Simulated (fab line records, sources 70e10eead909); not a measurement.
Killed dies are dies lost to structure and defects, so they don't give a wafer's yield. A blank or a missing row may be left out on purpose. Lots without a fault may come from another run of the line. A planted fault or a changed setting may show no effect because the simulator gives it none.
Chamber matching | flow nand_harc | NHARC_P_BONDPAD_CMP_19 on cmp-02: 4 sister chambers
The step polishes, t overpolish 30 s, cu recess touch 16 s, target thk 160.81 nm. 14 wafers are shown with their chamber, then 6 later ones without.

WAFERS WITH THEIR CHAMBER
wafer  | chamber | motor_current_A (A) | slurry_filter_dp_kPa (kPa) | overpolish_run_s (s)
L164.1 | 2       | 13.2                | 13.41                      | 29.999
L164.2 | 1       | 12.1                | 13.45                      | 30.003
L164.3 | 0       | 12.0                | 13.42                      | 30.000
L165.2 | 1       | 12.2                | 13.53                      | 30.009
L165.4 | 3       | 12.0                | 13.54                      | 29.985
L165.6 | 1       | 12.2                | 13.40                      | 29.999
L166.1 | 1       | 12.2                | 13.66                      | 30.015
L166.4 | 2       | 13.3                | 13.30                      | 30.001
L166.6 | 2       | 13.2                | 13.39                      | 29.997
L169.1 | 1       | 11.6                | 13.41                      | 29.999
L169.2 | 2       | 12.7                | 13.43                      | 30.012
L169.3 | 3       | 11.9                | 13.54                      | 29.999
L172.2 | 3       | 11.8                | 13.65                      | 30.008
L172.3 | 1       | 12.4                | 13.74                      | 30.003

SIGNATURES (means of the wafers above)
reading              | chamber 0 | chamber 1 | chamber 2 | chamber 3 | scatter within a chamber
motor_current_A      | 12.000    | 12.117    | 13.100    | 11.900    | 0.247
slurry_filter_dp_kPa | 13.4200   | 13.5317   | 13.3825   | 13.5767   | 0.108
overpolish_run_s     | 30.00000  | 30.00467  | 30.00225  | 29.99733  | 0.00774
Rule: a wafer's distance from a chamber is the root of the sum, over the readings, of the square of ((its reading less the chamber's mean) divided by the reading's scatter). The wafer belongs to the nearest chamber; if the next one is less than 2 further off, it can't be placed. The scatter: the root of (the sum of the squares of (reading less its chamber's mean) over the shown wafers, divided by (wafers less chambers)).

WAFERS WITHOUT THEIR CHAMBER
wafer  | motor_current_A (A) | slurry_filter_dp_kPa (kPa) | overpolish_run_s (s)
L172.5 | 13.3                | 13.58                      | 30.000
L175.2 | 12.9                | 13.43                      | 30.011
L175.3 | 12.2                | 13.71                      | 29.993
L181.2 | 11.9                | 13.58                      | 29.992
L181.3 | 13.5                | 13.58                      | 29.997
L181.6 | 13.5                | 13.69                      | 29.998

WHICH CHAMBER EACH WENT THROUGH
wafer  | from the rows above          | in truth
L172.5 | 2                            | 2
L175.2 | can't be placed: 2 or 1      | 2
L175.3 | can't be placed: 3 or 1 or 0 | 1
L181.2 | can't be placed: 3 or 0 or 1 | 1
L181.3 | 2                            | 2
L181.6 | 2                            | 2
Placed correctly: 3 of 6. Can't be placed from these rows: 3 (the true chamber is among the candidates in 3). Placed wrongly: 0.
